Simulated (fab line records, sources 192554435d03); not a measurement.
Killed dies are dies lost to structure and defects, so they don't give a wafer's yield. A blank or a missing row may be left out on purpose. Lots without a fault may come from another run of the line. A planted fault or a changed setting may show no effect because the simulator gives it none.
A struck lot beside a sound one | flow n5_finfet | 15 steps out of a route of 1938
Sound: wafers L898.2, L898.5, L898.6. Struck: wafer L903.1. (L903.2, L903.3 of the same lot were not struck and are left out.) The cause comes at the end.
At each step with rows: each side's tool, then ch and its chambers, then its first start. Under that, the readings that differ: sound wafers | struck wafers | difference of the means | sigmas: that difference in standard deviations of wafers without a fault.
alike: readings whose means differ by less than 2 such deviations, and words and numbers that are the same on both sides. not compared: withheld readings, readings that some wafer has no value for, bounds like >300 that may hide the same value, and numbers for which the record gives no deviation and whose values overlap.
The two part at a step that has a row with sigmas, a row that says differs or no value, or rows on one side only. Numbers that don't overlap but have no deviation are shown without sigmas and don't part them. A reading that every wafer of one side lacks parts them only if that side has two wafers or more.

N5_BEOL_M15_CD_MEAS_10: target cd 360 nm.
  sound on cd_sem-01 ch 0, day 14 10:58; struck on cd_sem-01 ch 0, day 16 06:32
  alike: cd_nm
N5_BEOL_M15_OVL_MEAS_11:
  sound on overlay-01 ch 0, day 14 10:59; struck on overlay-02 ch 0, day 16 06:34
  alike: V14_OVL
N5_BEOL_M15_INSPECT_12: inspects for defects (macro).
  sound on defect_inspect-02, day 14 11:01; struck on defect_inspect-02, day 16 06:35
  alike: raw_defect_count
N5_BEOL_M15_DESCUM_15: chemistry O2, time 7.9 s.
  sound on rie_diel-05 ch 0,1, day 14 11:03; struck on rie_diel-02 ch 0, day 16 06:41
  alike: drypump_motor_current_A, oes_product_au, rf_vpp_V, showerhead_plenum_p_Torr, throttle_valve_pct
  not compared: rf_hours_counter_h
N5_BEOL_M15_ETCH_59: etches BARC in N2/H2, target depth 89 nm, overetch 26.7 nm, time 67.9 s.
  sound on rie_diel-05 ch 0,1, day 14 11:05; struck on rie_diel-02 ch 0, day 16 06:44
  alike: drypump_motor_current_A, h2_flow_sccm, oes_product_au, rf_vpp_V, showerhead_plenum_p_Torr, throttle_valve_pct
  not compared: rf_hours_counter_h
N5_BEOL_M15_VIA_ETCH_16: etches SiO2 in C4F8/O2/Ar, target depth 1792.2 nm.
  sound on rie_diel-05 ch 0,1, day 14 11:08; struck on rie_diel-02 ch 0, day 16 06:47
  alike: drypump_motor_current_A, he_inner_torr, mfc_ar_sccm, oes_product_au, rf_vpp_V, showerhead_plenum_p_Torr, throttle_valve_pct
N5_BEOL_M15_STRIP_63: strips in O2.
  sound on rie_diel-05 ch 0,1; struck on rie_diel-02 ch 0
  alike: drypump_motor_current_A, oes_product_au, rf_vpp_V, showerhead_plenum_p_Torr, throttle_valve_pct
  not compared: rf_hours_counter_h
N5_BEOL_M15_STRIP_64: strips in O2.
  sound on rie_diel-05 ch 0,1; struck on rie_diel-02 ch 0
  alike: drypump_motor_current_A, oes_product_au, rf_vpp_V, showerhead_plenum_p_Torr, throttle_valve_pct
  not compared: rf_hours_counter_h
then, 2 steps without rows for these wafers: N5_BEOL_M15_STRIP_65 (strips in post etch residue remover, time 60 s); N5_BEOL_M15_SRD_66 (time 30 s, dry time 30 s).
N5_BEOL_M15_CD_MEAS_17: target cd 360 nm.
  sound on cd_sem-02, day 14 11:33; struck on cd_sem-01, day 16 07:14
  alike: cd_nm
then, 1 step without rows for these wafers: N5_BEOL_M15_COAT_56 (time 60 s, resist thk 550 nm).
N5_BEOL_M15_ETCH_57: etches SOC in N2/H2, time 750 s.
  sound on rie_diel-02 ch 0,2,3, day 14 11:39; struck on rie_diel-05 ch 3, day 16 07:22
  reading               | sound          | struck | difference | sigmas
  oes_product_au (a.u.) | 0.72 0.74 0.76 | 1.12   | +0.38      | +4
  alike: drypump_motor_current_A, h2_flow_sccm, rf_vpp_V, showerhead_plenum_p_Torr, throttle_valve_pct
  not compared: rf_hours_counter_h
then, 1 step without rows for these wafers: N5_BEOL_M15_COAT_60 (time 60 s, resist thk 89 nm).
N5_PASSIVATION_PROBE_49:
  the record has rows for the struck wafers here (prober-02, day 17 06:30) and none for the sound ones

WHERE THEY PART
First at N5_BEOL_M15_ETCH_57; last, within this record, at N5_PASSIVATION_PROBE_49.

WHY: what the simulator had put in
Process parameter drift: rie_diel-05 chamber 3, from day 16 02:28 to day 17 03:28, at N5_BEOL_M15_ETCH_57. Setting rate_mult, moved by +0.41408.
